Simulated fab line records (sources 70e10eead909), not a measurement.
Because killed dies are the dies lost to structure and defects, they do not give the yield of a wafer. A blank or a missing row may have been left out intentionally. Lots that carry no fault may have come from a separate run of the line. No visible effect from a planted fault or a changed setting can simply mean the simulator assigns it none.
Which tool did it? || flow nand harc || 24 lots, 72 wafers sampled, at 1 step of a route of 1302

== WHAT THE GAUGES SHOWED, per wafer ==
NHARC_A_CHANNEL_HOLE_D2_OVL_MEAS_11. Usual: overlay x nm -0.4 nm, standard deviation 0.67; overlay y nm -0.2 nm, standard deviation 0.9.
{"lot": "L074", "measured": "day 12 16:02", "on": "overlay-01", "overlay x nm (nm)": "0.2 0.9 0.1", "overlay y nm (nm)": "0.2 1.2 0.7", "flag": ""}
{"lot": "L075", "measured": "day 13 09:49", "on": "overlay-01", "overlay x nm (nm)": "-0.9 -0.7 -0.2", "overlay y nm (nm)": "0.2 -0.5 0.2", "flag": ""}
{"lot": "L077", "measured": "day 14 06:07", "on": "overlay-02", "overlay x nm (nm)": "-0.4 -1.2 -0.7", "overlay y nm (nm)": "-0.9 -0.6 -0.7", "flag": ""}
{"lot": "L076", "measured": "day 14 06:20", "on": "overlay-01", "overlay x nm (nm)": "-0.1 0.0 0.1", "overlay y nm (nm)": "0.8 1.5 1.0", "flag": ""}
{"lot": "L078", "measured": "day 14 22:52", "on": "overlay-01", "overlay x nm (nm)": "0.5 0.4 0.2", "overlay y nm (nm)": "-1.3 -1.8 -1.8", "flag": ""}
{"lot": "L080", "measured": "day 15 03:51", "on": "overlay-01", "overlay x nm (nm)": "-1.4 -0.8 -1.2", "overlay y nm (nm)": "0.4 0.9 1.0", "flag": ""}
{"lot": "L079", "measured": "day 15 04:49", "on": "overlay-01", "overlay x nm (nm)": "0.3 -0.1 -0.1", "overlay y nm (nm)": "-1.3 -0.7 -1.3", "flag": ""}
{"lot": "L081", "measured": "day 16 04:33", "on": "overlay-02", "overlay x nm (nm)": "-1.1 -1.3 -1.5", "overlay y nm (nm)": "-1.0 -0.8 -0.8", "flag": ""}
{"lot": "L082", "measured": "day 16 08:34", "on": "overlay-01", "overlay x nm (nm)": "0.1 0.0 0.1", "overlay y nm (nm)": "-0.4 -1.2 -1.5", "flag": ""}
{"lot": "L083", "measured": "day 16 18:29", "on": "overlay-01", "overlay x nm (nm)": "-0.8 -0.7 -0.4", "overlay y nm (nm)": "-1.9 -1.8 -1.9", "flag": ""}
{"lot": "L084", "measured": "day 17 09:19", "on": "overlay-01", "overlay x nm (nm)": "0.3 0.3 -0.4", "overlay y nm (nm)": "2.0 0.8 1.0", "flag": ""}
{"lot": "L085", "measured": "day 17 09:32", "on": "overlay-02", "overlay x nm (nm)": "-0.3 -0.4 -0.5", "overlay y nm (nm)": "-0.1 -1.3 -0.7", "flag": ""}
{"lot": "L086", "measured": "day 17 22:09", "on": "overlay-01", "overlay x nm (nm)": "0.6 0.1 0.0", "overlay y nm (nm)": "1.1 1.2 0.8", "flag": ""}
{"lot": "L087", "measured": "day 18 06:38", "on": "overlay-01", "overlay x nm (nm)": "-0.9 -1.3 -1.2", "overlay y nm (nm)": "0.8 -0.2 0.4", "flag": ""}
{"lot": "L088", "measured": "day 19 09:54", "on": "overlay-02", "overlay x nm (nm)": "1.6 0.8 1.2", "overlay y nm (nm)": "0.6 0.6 0.7", "flag": ""}
{"lot": "L089", "measured": "day 19 10:03", "on": "overlay-01", "overlay x nm (nm)": "-0.2 -0.4 -0.5", "overlay y nm (nm)": "-0.1 0.2 0.0", "flag": ""}
{"lot": "L090", "measured": "day 19 20:44", "on": "overlay-02", "overlay x nm (nm)": "-0.7 -1.1 -1.1", "overlay y nm (nm)": "-0.2 -0.4 -0.6", "flag": ""}
{"lot": "L091", "measured": "day 19 21:08", "on": "overlay-01", "overlay x nm (nm)": "-0.9 -0.8 -1.0", "overlay y nm (nm)": "0.4 0.0 -0.5", "flag": ""}
{"lot": "L092", "measured": "day 20 09:32", "on": "overlay-02", "overlay x nm (nm)": "-0.4 -0.6 -0.5", "overlay y nm (nm)": "0.1 0.1 0.6", "flag": ""}
{"lot": "L093", "measured": "day 21 09:25", "on": "overlay-01", "overlay x nm (nm)": "-0.9 -1.2 -1.1", "overlay y nm (nm)": "-1.2 0.2 0.0", "flag": ""}
{"lot": "L094", "measured": "day 21 10:23", "on": "overlay-01", "overlay x nm (nm)": "-1.7 -1.9 -1.7", "overlay y nm (nm)": "0.9 -0.2 0.6", "flag": ""}
{"lot": "L095", "measured": "day 21 22:53", "on": "overlay-01", "overlay x nm (nm)": "-1.0 -0.6 -0.8", "overlay y nm (nm)": "-1.4 -2.0 -1.0", "flag": ""}
{"lot": "L096", "measured": "day 22 07:04", "on": "overlay-01", "overlay x nm (nm)": "-0.2 -0.6 -0.4", "overlay y nm (nm)": "-0.6 -0.2 0.0", "flag": ""}
{"lot": "L097", "measured": "day 22 07:14", "on": "overlay-02", "overlay x nm (nm)": "-0.1 -0.3 -0.1", "overlay y nm (nm)": "-1.1 -1.3 -1.0", "flag": ""}

== WHAT TOOL EACH LOT RAN ON (gives the tool, then ch and the chambers of the sampled wafers, and finally the start) ==
Record: no process step prior to these readings.

== AS READ BY THE TOOLS THEMSELVES (means over the sampled wafers that have a number; for cases with no such wafer, the mark the record gives instead) ==
The record holds no such reading with a usual standard deviation.

== THE ANSWER, worked out from the rows above alone ==
Rule: lot off if the mean of its wafers having a number is beyond 3 standard deviations from the usual mean. Also off: a lot with no number at a reading for which 4 or more lots have one. All remaining lots with rows at the step are treated as sound. Order of review: gauges by route order, followed by the tools' own readings, for which a lot's mean as printed above is used. At the first step where some lot is off, the reading lying furthest off is the one used; lots without a number count as furthest.
No lot is off on any of the readings shown, so nothing can be concluded from this.

== WHAT HAD BEEN PUT IN BY THE SIMULATOR ==
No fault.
